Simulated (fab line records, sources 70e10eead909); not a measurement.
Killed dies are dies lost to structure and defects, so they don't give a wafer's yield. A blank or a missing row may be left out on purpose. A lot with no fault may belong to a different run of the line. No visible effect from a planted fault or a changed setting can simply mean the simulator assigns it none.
Matching of chambers || flow nand harc || 3 sister chambers for NHARC_A_CHANNEL_HOLE_D1_DEP_01 on pecvd-01
The step deposits SiON, target thk 140 nm. 33 wafers are shown with their chamber, then 12 later ones without.

## EACH WAFER AND ITS CHAMBER
{"wafer": "L074.3", "chamber": 0, "heater power outer w (W)": 400, "heater power w (W)": 684}
{"wafer": "L074.4", "chamber": 1, "heater power outer w (W)": 524, "heater power w (W)": 822}
{"wafer": "L074.5", "chamber": 0, "heater power outer w (W)": 397, "heater power w (W)": 717}
{"wafer": "L079.2", "chamber": 1, "heater power outer w (W)": 522, "heater power w (W)": 808}
{"wafer": "L079.4", "chamber": 0, "heater power outer w (W)": 457, "heater power w (W)": 775}
{"wafer": "L079.5", "chamber": 1, "heater power outer w (W)": 522, "heater power w (W)": 805}
{"wafer": "L080.2", "chamber": 2, "heater power outer w (W)": 409, "heater power w (W)": 756}
{"wafer": "L080.3", "chamber": 0, "heater power outer w (W)": 440, "heater power w (W)": 755}
{"wafer": "L080.5", "chamber": 1, "heater power outer w (W)": 511, "heater power w (W)": 801}
{"wafer": "L082.3", "chamber": 2, "heater power outer w (W)": 433, "heater power w (W)": 788}
{"wafer": "L082.5", "chamber": 1, "heater power outer w (W)": 536, "heater power w (W)": 836}
{"wafer": "L082.6", "chamber": 2, "heater power outer w (W)": 440, "heater power w (W)": 800}
{"wafer": "L084.2", "chamber": 1, "heater power outer w (W)": 490, "heater power w (W)": 786}
{"wafer": "L084.4", "chamber": 0, "heater power outer w (W)": 449, "heater power w (W)": 759}
{"wafer": "L084.6", "chamber": 1, "heater power outer w (W)": 511, "heater power w (W)": 774}
{"wafer": "L086.2", "chamber": 0, "heater power outer w (W)": 394, "heater power w (W)": 690}
{"wafer": "L086.3", "chamber": 2, "heater power outer w (W)": 460, "heater power w (W)": 861}
{"wafer": "L086.6", "chamber": 1, "heater power outer w (W)": 432, "heater power w (W)": 714}
{"wafer": "L089.2", "chamber": 1, "heater power outer w (W)": 385, "heater power w (W)": 651}
{"wafer": "L089.4", "chamber": 1, "heater power outer w (W)": 392, "heater power w (W)": 649}
{"wafer": "L089.5", "chamber": 2, "heater power outer w (W)": 375, "heater power w (W)": 728}
{"wafer": "L088.1", "chamber": 1, "heater power outer w (W)": 444, "heater power w (W)": 704}
{"wafer": "L088.2", "chamber": 0, "heater power outer w (W)": 382, "heater power w (W)": 688}
{"wafer": "L088.5", "chamber": 1, "heater power outer w (W)": 429, "heater power w (W)": 699}
{"wafer": "L090.2", "chamber": 2, "heater power outer w (W)": 488, "heater power w (W)": 884}
{"wafer": "L090.5", "chamber": 1, "heater power outer w (W)": 481, "heater power w (W)": 773}
{"wafer": "L090.6", "chamber": 0, "heater power outer w (W)": 440, "heater power w (W)": 745}
{"wafer": "L092.1", "chamber": 0, "heater power outer w (W)": 417, "heater power w (W)": 730}
{"wafer": "L092.3", "chamber": 1, "heater power outer w (W)": 486, "heater power w (W)": 764}
{"wafer": "L092.4", "chamber": 2, "heater power outer w (W)": 429, "heater power w (W)": 807}
{"wafer": "L093.1", "chamber": 0, "heater power outer w (W)": 444, "heater power w (W)": 747}
{"wafer": "L093.2", "chamber": 1, "heater power outer w (W)": 480, "heater power w (W)": 779}
{"wafer": "L093.5", "chamber": 0, "heater power outer w (W)": 452, "heater power w (W)": 765}

SIGNATURES, as means of the wafers listed above
{"reading": "heater power outer w", "chamber 0": 424.73, "chamber 1": 476.33, "chamber 2": 433.43, "scatter within a chamber": 40.3}
{"reading": "heater power w", "chamber 0": 732.27, "chamber 1": 757.67, "chamber 2": 803.43, "scatter within a chamber": 51.3}
Rule: a wafer's distance from a chamber is the root of the sum, over the readings, of the square of ((its reading less the chamber's mean) divided by the reading's scatter). If the next closest chamber is less than 2 further off than the closest, the wafer can't be placed; otherwise it belongs to the closest. The scatter: the root of (the sum of the squares of (reading less its chamber's mean) over the shown wafers, divided by (wafers less chambers)).

## WAFERS MISSING THEIR CHAMBER
{"wafer": "L094.1", "heater power outer w (W)": 452, "heater power w (W)": 733}
{"wafer": "L094.2", "heater power outer w (W)": 432, "heater power w (W)": 789}
{"wafer": "L094.3", "heater power outer w (W)": 345, "heater power w (W)": 624}
{"wafer": "L095.2", "heater power outer w (W)": 364, "heater power w (W)": 669}
{"wafer": "L095.3", "heater power outer w (W)": 471, "heater power w (W)": 759}
{"wafer": "L095.6", "heater power outer w (W)": 483, "heater power w (W)": 774}
{"wafer": "L096.2", "heater power outer w (W)": 408, "heater power w (W)": 697}
{"wafer": "L096.3", "heater power outer w (W)": 480, "heater power w (W)": 889}
{"wafer": "L096.6", "heater power outer w (W)": 411, "heater power w (W)": 722}
{"wafer": "L097.2", "heater power outer w (W)": 480, "heater power w (W)": 850}
{"wafer": "L097.4", "heater power outer w (W)": 455, "heater power w (W)": 755}
{"wafer": "L097.6", "heater power outer w (W)": 486, "heater power w (W)": 892}

## WHICH CHAMBER EACH WENT THROUGH
{"wafer": "L094.1", "from the rows above": "can't be placed: 0 or 1 or 2", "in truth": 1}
{"wafer": "L094.2", "from the rows above": "can't be placed: 2 or 0 or 1", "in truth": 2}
{"wafer": "L094.3", "from the rows above": "can't be placed: 0 or 2 or 1", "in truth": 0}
{"wafer": "L095.2", "from the rows above": "can't be placed: 0 or 2 or 1", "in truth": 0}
{"wafer": "L095.3", "from the rows above": "can't be placed: 1 or 0 or 2", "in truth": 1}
{"wafer": "L095.6", "from the rows above": "can't be placed: 1 or 2 or 0", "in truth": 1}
{"wafer": "L096.2", "from the rows above": "can't be placed: 0 or 1 or 2", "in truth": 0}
{"wafer": "L096.3", "from the rows above": "can't be placed: 2 or 1 or 0", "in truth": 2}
{"wafer": "L096.6", "from the rows above": "can't be placed: 0 or 2 or 1", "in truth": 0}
{"wafer": "L097.2", "from the rows above": "can't be placed: 2 or 1 or 0", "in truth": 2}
{"wafer": "L097.4", "from the rows above": "can't be placed: 1 or 0 or 2", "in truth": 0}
{"wafer": "L097.6", "from the rows above": "can't be placed: 2 or 1 or 0", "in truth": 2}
Placed correctly: 0 of 12. Cannot be placed on the basis of these rows: 12; the candidates contain the true chamber in 12. Wrongly placed: 0.
